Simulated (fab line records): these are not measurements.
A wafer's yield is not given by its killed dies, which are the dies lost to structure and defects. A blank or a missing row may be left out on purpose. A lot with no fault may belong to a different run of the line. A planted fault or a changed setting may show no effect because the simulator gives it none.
A struck lot beside a sound one | flow n5 finfet | 35 out of 1938 route steps
Sound: wafers L229.1, L229.3, L229.4. Struck: wafer L220.2. (L220.4 of the same lot was not struck and is left out.) The cause comes at the end.
For every step that has rows: the tool of each side, followed by ch and its chambers, followed by its first start. Under that, the readings that differ: sound wafers | struck wafers | difference of the means | sigmas: that difference in standard deviations of wafers without a fault.
alike: a reading whose means differ by less than 2 such deviations, as well as words and numbers matching on both sides. not compared: withheld readings; readings where some wafer has no value; bounds like >300 that might hide an equal value; numbers whose values overlap and for which the record gives no deviation.
Wherever a step has rows on one side only, a row that says differs or no value, or a row with sigmas, the two part there. When numbers do not overlap yet have no deviation, they are printed without sigmas and do not part them. A reading missing from all wafers of one side parts the sides only when that side holds two or more wafers.

first, 10 steps without rows for these wafers: N5_BEOL_M7_TRENCH_ETCH_37 (etches SiCOH lowk in C4F6/O2, target depth 93.478 nm, time 31.2 s); N5_BEOL_M7_ETCH_41 (etches SiCN in CH3F/O2, target depth 31.9 nm, time 57.8 s); N5_BEOL_M7_STRIP_80 (strips in N2/H2, time 10 s); N5_BEOL_M7_HM_STRIP_39 (strips TiN in peroxide tin strip, target depth 25 nm, time 158 s); N5_BEOL_M7_SRD_40 (time 30 s); N5_BEOL_M7_PRECLEAN_42 (cleans in residue remover, time 60 s); N5_BEOL_M7_SRD_43 (time 30 s); N5_BEOL_M7_CURE_75 (cures SiCOH lowk, time 120 s); N5_BEOL_M7_DEGAS_44 (time 60 s); N5_BEOL_M7_PRE_CLEAN_45 (time 30 s).
N5_BEOL_M7_ALD_77: deposits TaN, target thk 2 nm, pulse time 2 s, purge time 3 s.
  sound on ald metal-03 ch 1,2,3, day 12 09:51; struck on ald metal-01 ch 1, day 10 14:52
  reading                                 | sound    | struck | difference | sigmas
  ald cycles                              | 40 40 40 | 53     | +13        |
  model.TaN_of_BEOL_M7_ALD_77.thk nm (nm) | 2 2 2    | 2.6    | +0.6       |
  alike: heater power w
then, 22 steps without rows for these wafers: N5_BEOL_M7_SURFACE_TREAT_79; N5_BEOL_M7_CVD_78 (deposits Co from CCTBA/H2, target thk 2 nm, time 142.3 s); N5_BEOL_M7_SPUTTER_48 (material Cu, target thk 10 nm, time 1.667 s); N5_BEOL_M7_ECD_50 (material Cu, target thk 300 nm); N5_BEOL_M7_ANNEAL_51 (time 90 s); N5_BEOL_M7_CMP_52 (polishes, stops on SiCOH lowk, t overpolish 6.9 s, target thk 80 nm); N5_BEOL_M7_PRE_CLEAN_55 (time 15 s); N5_BEOL_M7_DEP_56 (deposits SiCN from 3MS/NH3, target thk 10 nm, time 17.5 s); N5_BEOL_M8_ILD_DEP_00 (deposits SiCOH lowk from DEMS/porogen, target thk 179.75 nm, time 33.4 s); N5_BEOL_M8_CURE_74 (cures SiCOH lowk, time 240 s); N5_BEOL_M8_PECVD_70 (deposits SiO2 from TEOS/O2, target thk 20 nm, time 22.7 s); N5_BEOL_M8_HM_DEP_02 (deposits TiN, target thk 20 nm); N5_BEOL_M8_COAT_59 (time 60 s, resist thk 100 nm); N5_BEOL_M8_COAT_60 (time 60 s, resist thk 35 nm); N5_BEOL_M8_COAT_05 (resist thk 90 nm); N5_BEOL_M8_EBR_07; N5_BEOL_M8_SOFTBAKE_06 (time 60 s); N5_BEOL_M8_EXPOSE_08 (exposes mask M8); N5_BEOL_M8_PEB_09 (peb time 60 s); N5_BEOL_M8_DEVELOP_10 (develop time 30 s); N5_BEOL_M8_DESCUM_16 (chemistry O2, time 7.9 s); N5_BEOL_M8_ETCH_61 (etches SiARC in CF4, target depth 45.5 nm, time 75.8 s).
-- a jump in the record: the struck wafers' starts before and after are 2 days apart (it breaks off in module BEOL_M8 and resumes in module BEOL_M15, where the first step shown is number 1830 of the route) --
N5_BEOL_M15_RC_MEAS_101:
  sound on prober-01 ch 0, day 14 20:00; struck on prober-01 ch 0, day 12 21:26
  reading                   | sound             | struck | difference | sigmas
  SERP_M10 (ohm/um)         | 2.95 3.04 2.97    | 3.17   | +0.18      | +2
  SERP_M14 (ohm/um)         | 0.163 0.162 0.161 | 0.155  | -0.007     | -2
  SERP_M7 (ohm/um)          | 13.2 13.9 13.7    | 15.2   | +1.6       | +4
  SERP_M7_max_site (ohm/um) | 13.6 14.4 14.5    | 16.2   | +2.0       | +4
  alike: COMB_M10, COMB_M11, COMB_M12, COMB_M13, COMB_M14, COMB_M15, COMB_M5, COMB_M6, COMB_M7, COMB_M8, COMB_M9, COMB_M9_max_site, SERP_M11, SERP_M12, SERP_M13, SERP_M5, SERP_M6, SERP_M8, SERP_M9
N5_PASSIVATION_PROBE_49:
  the record has rows for the struck wafers here (prober-01, day 13 10:32) and none for the sound ones

WHERE THEY PART
Earliest at N5_BEOL_M15_RC_MEAS_101; latest, in this record, at N5_PASSIVATION_PROBE_49.

WHY: what had been put in by the simulator
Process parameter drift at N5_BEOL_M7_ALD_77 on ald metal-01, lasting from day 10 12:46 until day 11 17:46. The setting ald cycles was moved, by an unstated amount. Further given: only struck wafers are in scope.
